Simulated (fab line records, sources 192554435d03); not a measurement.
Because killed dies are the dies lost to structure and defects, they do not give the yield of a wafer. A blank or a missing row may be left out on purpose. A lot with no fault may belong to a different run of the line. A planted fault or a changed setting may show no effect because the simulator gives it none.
Split-lot trial :: flow n5-finfet :: route with 1938 steps; 7 lots, 21 wafers read

THE SPLIT
At N5_DUMMY_GATE_PECVD_30 (deposits SiO2 from TEOS/O2, target thk 55 nm, time 10.8 s), the setting time-s was moved away from the recipe's 10.8 s on 8 of the 21 wafers read, by -14.9% to +11.1%. This setting was run at the recipe's value on the other wafers.

FROM THE SPLIT TO THE READING: what the file shows between them, 6 steps
- N5_DUMMY_GATE_COAT_34: time 60 s, resist thk 60 nm
- N5_DUMMY_GATE_COAT_35: time 60 s, resist thk 10 nm
- N5_DUMMY_GATE_STRIP_41: strips in O2
- N5_DUMMY_GATE_HM_OPEN_21: chemistry CH3F/O2, target SiNx, target depth 120 nm, time 171.4 s
- N5_DUMMY_GATE_ETCH_32: etches SiO2 in CF4, target depth 3.5 nm, time 3.9 s
- N5_DUMMY_GATE_ETCH_23: etches poly-Si in HBr/Cl2/O2, target depth 41 nm, time 22.3 s

THE READING
SiO2_of_DUMMY_GATE_PECVD_30.thk-nm (the simulator's own value, which no gauge read), in nm, at N5_DUMMY_GATE_ETCH_44 (etches poly-Si in HBr/O2, stops on SiO2, target depth 127.5 nm). The file gives no usual value for it. Across the 13 wafers here that went through the recipe, the average is 38.5 nm and the standard deviation 0.55 nm.

wafer: L076.2
tool, chamber at the split: pecvd-02, 1
time-s as run, s: 10.8
against the recipe: recipe
SiO2_of_DUMMY_GATE_PECVD_30.thk-nm, nm: 38.4
against lot-mates on the recipe: -

wafer: L076.4
tool, chamber at the split: pecvd-02, 2
time-s as run, s: 10.8
against the recipe: recipe
SiO2_of_DUMMY_GATE_PECVD_30.thk-nm, nm: 38
against lot-mates on the recipe: -

wafer: L076.5
tool, chamber at the split: pecvd-02, 0
time-s as run, s: 10.8
against the recipe: recipe
SiO2_of_DUMMY_GATE_PECVD_30.thk-nm, nm: 38.6
against lot-mates on the recipe: -

wafer: L085.1
tool, chamber at the split: pecvd-02, 0
time-s as run, s: 10.8
against the recipe: recipe
SiO2_of_DUMMY_GATE_PECVD_30.thk-nm, nm: 37.8
against lot-mates on the recipe: -

wafer: L085.2
tool, chamber at the split: pecvd-02, 1
time-s as run, s: 10.8
against the recipe: recipe
SiO2_of_DUMMY_GATE_PECVD_30.thk-nm, nm: 38
against lot-mates on the recipe: -

wafer: L085.4
tool, chamber at the split: pecvd-02, 0
time-s as run, s: 10.8
against the recipe: recipe
SiO2_of_DUMMY_GATE_PECVD_30.thk-nm, nm: 38.6
against lot-mates on the recipe: -

wafer: L086.1
tool, chamber at the split: pecvd-03, 0
time-s as run, s: 11.76
against the recipe: +8.9%
SiO2_of_DUMMY_GATE_PECVD_30.thk-nm, nm: 42.4
against lot-mates on the recipe: +4.0

wafer: L086.5
tool, chamber at the split: pecvd-03, 1
time-s as run, s: 11.76
against the recipe: +8.9%
SiO2_of_DUMMY_GATE_PECVD_30.thk-nm, nm: 43.4
against lot-mates on the recipe: +5.0

wafer: L086.6
tool, chamber at the split: pecvd-03, 0
time-s as run, s: 10.8
against the recipe: recipe
SiO2_of_DUMMY_GATE_PECVD_30.thk-nm, nm: 38.4
against lot-mates on the recipe: -

wafer: L087.1
tool, chamber at the split: pecvd-02, 0
time-s as run, s: 10.8
against the recipe: recipe
SiO2_of_DUMMY_GATE_PECVD_30.thk-nm, nm: 39.4
against lot-mates on the recipe: -

wafer: L087.4
tool, chamber at the split: pecvd-02, 0
time-s as run, s: 9.4
against the recipe: -13.0%
SiO2_of_DUMMY_GATE_PECVD_30.thk-nm, nm: 32
against lot-mates on the recipe: -7.4

wafer: L087.6
tool, chamber at the split: pecvd-02, 2
time-s as run, s: 9.4
against the recipe: -13.0%
SiO2_of_DUMMY_GATE_PECVD_30.thk-nm, nm: 32.8
against lot-mates on the recipe: -6.6

wafer: L091.2
tool, chamber at the split: pecvd-01, 0
time-s as run, s: 10.8
against the recipe: recipe
SiO2_of_DUMMY_GATE_PECVD_30.thk-nm, nm: 38.4
against lot-mates on the recipe: -

wafer: L091.3
tool, chamber at the split: pecvd-01, 2
time-s as run, s: 11.66
against the recipe: +8.0%
SiO2_of_DUMMY_GATE_PECVD_30.thk-nm, nm: 42.4
against lot-mates on the recipe: +4.0

wafer: L091.4
tool, chamber at the split: pecvd-01, 2
time-s as run, s: 11.66
against the recipe: +8.0%
SiO2_of_DUMMY_GATE_PECVD_30.thk-nm, nm: 42.8
against lot-mates on the recipe: +4.4

wafer: L095.1
tool, chamber at the split: pecvd-03, 0
time-s as run, s: 10.8
against the recipe: recipe
SiO2_of_DUMMY_GATE_PECVD_30.thk-nm, nm: 38
against lot-mates on the recipe: -

wafer: L095.3
tool, chamber at the split: pecvd-03, 1
time-s as run, s: 9.192
against the recipe: -14.9%
SiO2_of_DUMMY_GATE_PECVD_30.thk-nm, nm: 29.6
against lot-mates on the recipe: -8.3

wafer: L095.4
tool, chamber at the split: pecvd-03, 2
time-s as run, s: 10.8
against the recipe: recipe
SiO2_of_DUMMY_GATE_PECVD_30.thk-nm, nm: 37.8
against lot-mates on the recipe: -

wafer: L096.2
tool, chamber at the split: pecvd-02, 2
time-s as run, s: 10.8
against the recipe: recipe
SiO2_of_DUMMY_GATE_PECVD_30.thk-nm, nm: 39.4
against lot-mates on the recipe: -

wafer: L096.3
tool, chamber at the split: pecvd-02, 0
time-s as run, s: 12
against the recipe: +11.1%
SiO2_of_DUMMY_GATE_PECVD_30.thk-nm, nm: 43.8
against lot-mates on the recipe: +4.5

wafer: L096.5
tool, chamber at the split: pecvd-02, 0
time-s as run, s: 10.8
against the recipe: recipe
SiO2_of_DUMMY_GATE_PECVD_30.thk-nm, nm: 39.2
against lot-mates on the recipe: -

THE FIT
A straight line over all 21 wafers: SiO2_of_DUMMY_GATE_PECVD_30.thk-nm changes by +0.511 nm for each +1% of time-s; r = +0.99; the points scatter about the line by 0.61 nm.
The same after taking each lot's own level away (the mean of its wafers on the recipe; 21 wafers): +0.52 nm for each +1%; r = +0.99; scatter 0.42 nm.
On that fit, the largest move of time-s shifts the reading by 7.7 nm.
The span of the lots' own levels, 37.90 to 39.40 nm, comes to 2.7 times the standard deviation stated above.
The two slopes are in agreement: the lot-to-lot level therefore moves the slope only a little.
Check: for one of the wafers moved furthest among these (-14.9%), held out of the fit, the line's prediction against its lot-mates is -7.69 nm. Against them it came out at -8.3 nm.

OTHER SPLITS ON THESE WAFERS
These wafers also went through other splits before the reading. Each is held against what the fit with the lots' levels taken away leaves over:
other split on the same wafers: N5_PMOS_HMC_CHANNEL_EPI_PEB_07 peb-time-s
wafers away from the commonest value: 10
r with SiO2_of_DUMMY_GATE_PECVD_30.thk-nm (lot level and that fit taken away): +0.18

other split on the same wafers: N5_FIN_SAQP_SPACER1_ALD_24 ald-cycles
wafers away from the commonest value: 7
r with SiO2_of_DUMMY_GATE_PECVD_30.thk-nm (lot level and that fit taken away): -0.01

THE WHOLE CHAIN: every reading that the file lists as answering this split, in the file's order
step: N5_DUMMY_GATE_PECVD_30
what it does: deposits SiO2 from TEOS/O2, target thk 55 nm, time 10.8 s
reading: SiO2_of_DUMMY_GATE_PECVD_30.thk-nm (the simulator's own value, which no gauge read)
change (the file's fit): +0.503 nm for each +1% of the setting
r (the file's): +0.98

step: N5_DUMMY_GATE_ETCH_32
what it does: etches SiO2 in CF4, target depth 3.5 nm, time 3.9 s
reading: SiO2_of_DUMMY_GATE_PECVD_30.thk-nm (the simulator's own value, which no gauge read)
change (the file's fit): +0.509 nm for each +1% of the setting
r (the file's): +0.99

step: N5_DUMMY_GATE_ETCH_44
what it does: etches poly-Si in HBr/O2, stops on SiO2, target depth 127.5 nm
reading: SiO2_of_DUMMY_GATE_PECVD_30.thk-nm (the simulator's own value, which no gauge read)
change (the file's fit): +0.515 nm for each +1% of the setting
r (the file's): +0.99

FILE'S OWN FIT
SiO2_of_DUMMY_GATE_PECVD_30.thk-nm changes by +0.515 nm for each +1% of time-s, r = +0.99.
